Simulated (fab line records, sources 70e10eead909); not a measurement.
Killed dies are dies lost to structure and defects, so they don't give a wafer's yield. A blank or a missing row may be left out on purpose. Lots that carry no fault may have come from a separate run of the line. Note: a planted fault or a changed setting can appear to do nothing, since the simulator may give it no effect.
A struck lot beside a sound one	flow nand harc	15 steps out of a route of 1159
Sound: the wafers L773.2, L773.4, L773.5. The struck wafers were L772.1, L772.3. At the end, the cause is stated.
Order at every step that has rows: each side's tool, ch and its chambers, its first start. Under that, the readings that differ: sound wafers	struck wafers	difference of the means	sigmas: that difference in standard deviations of wafers without a fault.
alike: readings whose means differ by less than 2 such deviations, and words and numbers that are the same on both sides. not compared: withheld readings, readings that some wafer has no value for, bounds like >300 that may hide the same value, and numbers for which the record gives no deviation and whose values overlap.
Wherever a step has rows on one side only, a row that says differs or no value, or a row with sigmas, the two part there. When numbers do not overlap yet have no deviation, they are printed without sigmas and do not part them. Lack of a reading on every wafer of one side parts them only where that side has two or more wafers.

first, 5 steps without rows for these wafers: NHARC_A_SGD_CUT_SOFTBAKE_04 (time 55 s); NHARC_A_SGD_CUT_EBR_05; NHARC_A_SGD_CUT_EXPOSE_06 (exposes mask SGD); NHARC_A_SGD_CUT_PEB_07 (peb time 65 s); NHARC_A_SGD_CUT_DEVELOP_08 (develop time 35 s).
NHARC_A_SGD_CUT_CD_MEAS_09: the cd target is 100 nm.
  sound on cd sem-03 ch 0, day 17 19:38; struck on cd sem-01 ch 0, day 17 12:25
  alike: cd nm
NHARC_A_SGD_CUT_OVL_MEAS_10:
  struck on overlay-02, day 17 12:31; sound on overlay-01, day 17 19:44
reading	sound	struck	difference	sigmas
overlay y nm (nm)	1.4 0.8 0.8	-0.9 -0.8	-1.9	-3
  alike: overlay x nm
NHARC_A_SGD_CUT_INSPECT_11:
  struck on defect inspect-02, day 17 12:33; sound on defect inspect-02, day 17 19:46
  alike: raw defect count
NHARC_A_SGD_CUT_DESCUM_14: chemistry O2, time 3 s.
  sound on rie diel-01 ch 0,3, day 17 19:50; struck on rie diel-08 ch 0,1, day 17 12:37
  alike: chamber pressure mTorr, drypump motor current A, oes product au, rf vpp V, showerhead plenum p Torr, throttle valve pct
  not compared: rf hours counter h
NHARC_A_SGD_CUT_ETCH_58: etches the open film in CF4, target depth 39 nm, time 65 s.
  sound on rie diel-01 ch 1,3, day 17 19:55; struck on rie diel-08 ch 0,3, day 17 12:50
  alike: chamber pressure mTorr, drypump motor current A, oes product au, rf vpp V, run length s, showerhead plenum p Torr, throttle valve pct
  not compared: rf hours counter h
NHARC_A_SGD_CUT_ETCH_59: etches the open film in N2/H2, target depth 260 nm, time 406.25 s.
  sound: rie diel-01 ch 0,1,2; struck: rie diel-08 ch 0,1
  alike: chamber pressure mTorr, drypump motor current A, oes product au, rf vpp V, run length s, showerhead plenum p Torr, throttle valve pct
  not compared: rf hours counter h
NHARC_A_SGD_CUT_ETCH_15: etches the open film in CH3F/O2, target depth 75 nm, time 64.3 s.
  sound: rie diel-01 ch 0,2,3; struck: rie diel-08 ch 2,3
  alike: chamber pressure mTorr, drypump motor current A, oes product au, rf vpp V, run length s, showerhead plenum p Torr, throttle valve pct
  not compared: rf hours counter h
NHARC_A_SGD_CUT_ETCH_16: etches the open film in C4F8/O2/Ar, target depth 310.5 nm, time 155.2 s.
  sound on rie diel-01 ch 0,2, day 17 20:26; struck on rie diel-08 ch 2,3, day 17 13:22
reading	sound	struck	difference	sigmas
run length s (s)	176.5 176.2 176.3	191.6 190.6	+14.8	+34
  alike: chamber pressure mTorr, oes product au, rf vpp V
  not compared: rf hours counter h
then, 2 steps without rows for these wafers: NHARC_A_SGD_CUT_STRIP_60 (strips in C4F8/O2/Ar); NHARC_END_SORT_01.

WHERE THEY PART
Last at NHARC_A_SGD_CUT_ETCH_16 as far as this record goes, first at NHARC_A_SGD_CUT_OVL_MEAS_10.

WHY: the cause the simulator had injected
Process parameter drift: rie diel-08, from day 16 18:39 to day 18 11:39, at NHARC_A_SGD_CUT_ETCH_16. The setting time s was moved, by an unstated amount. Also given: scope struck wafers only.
